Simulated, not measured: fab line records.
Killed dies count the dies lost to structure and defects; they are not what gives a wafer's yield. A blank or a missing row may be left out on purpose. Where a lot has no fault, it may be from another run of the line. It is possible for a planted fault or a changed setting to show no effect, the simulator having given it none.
Which of the tools did it?	flow n5Finfet	24 lots (72 wafers sampled), 1 step of a 1938-step route

== WHAT EACH GAUGE READ, for each wafer ==
N5_BEOL_M2_CD_MEAS_11 targets a cd of 16.79 nm. Usual: 16.76 nm for cdNm, sd 0.26.
lot	measured	on	cdNm (nm)	flag
L074	day 6 13:16	cdSem-03	17.11 17.11 16.73	
L075	day 6 19:20	cdSem-03	17.10 17.41 17.13	
L077	day 7 03:49	cdSem-03	16.63 16.40 16.99	
L076	day 7 03:52	cdSem-01	17.01 17.13 16.83	
L078	day 7 08:47	cdSem-01	17.11 16.86 16.55	
L080	day 7 19:39	cdSem-02	16.90 16.84 16.98	
L079	day 7 21:13	cdSem-02	16.54 16.71 16.27	
L081	day 8 09:16	cdSem-02	16.42 16.75 16.74	
L082	day 8 18:56	cdSem-02	17.06 17.07 16.95	
L083	day 9 02:14	cdSem-01	16.72 16.69 16.48	
L085	day 9 05:58	cdSem-03	16.28 16.65 16.46	
L084	day 9 07:10	cdSem-03	16.73 16.53 16.97	
L086	day 9 11:09	cdSem-03	16.61 16.94 16.99	
L087	day 9 19:50	cdSem-02	16.34 16.52 16.77	
L088	day 9 22:59	cdSem-01	17.29 16.80 17.04	
L089	day 10 04:04	cdSem-01	16.83 16.34 16.35	
L090	day 10 14:38	cdSem-02	16.65 16.81 16.24	
L091	day 10 17:29	cdSem-02	16.71 16.51 16.30	
L092	day 11 07:48	cdSem-01	16.51 17.25 16.83	
L093	day 11 08:49	cdSem-01	16.97 16.99 16.98	
L094	day 11 10:17	cdSem-02	16.54 17.25 16.64	
L096	day 11 23:41	cdSem-01	16.46 16.40 17.44	
L095	day 12 03:10	cdSem-01	16.95 16.53 16.57	
L097	day 12 05:42	cdSem-02	16.67 17.04 17.13	

== WHICH TOOL RAN EACH LOT (tool, then ch and the chambers of the sampled wafers, then the start) ==
Record: no process step prior to these readings.

== AS READ BY THE TOOLS THEMSELVES (means over the sampled wafers that have a number; for cases with no such wafer, the mark the record gives instead) ==
The record holds no such reading with a usual standard deviation.

== THE ANSWER, worked out from the rows above alone ==
Rule: a lot counts as off when the mean over its wafers that have a number is more than 3 standard deviations away from the usual mean. A lot without any number at a reading at which 4 lots or more have one is off too. All remaining lots with rows at the step are treated as sound. First the gauges in route order, then the tools' own readings, where a lot's mean is used as printed above. At the first step where some lot is off, the reading lying furthest off is the one used; lots without a number count as furthest.
Across all readings shown, no lot is off: no conclusion can be drawn from this.

== WHAT THE SIMULATOR HAD PUT IN ==
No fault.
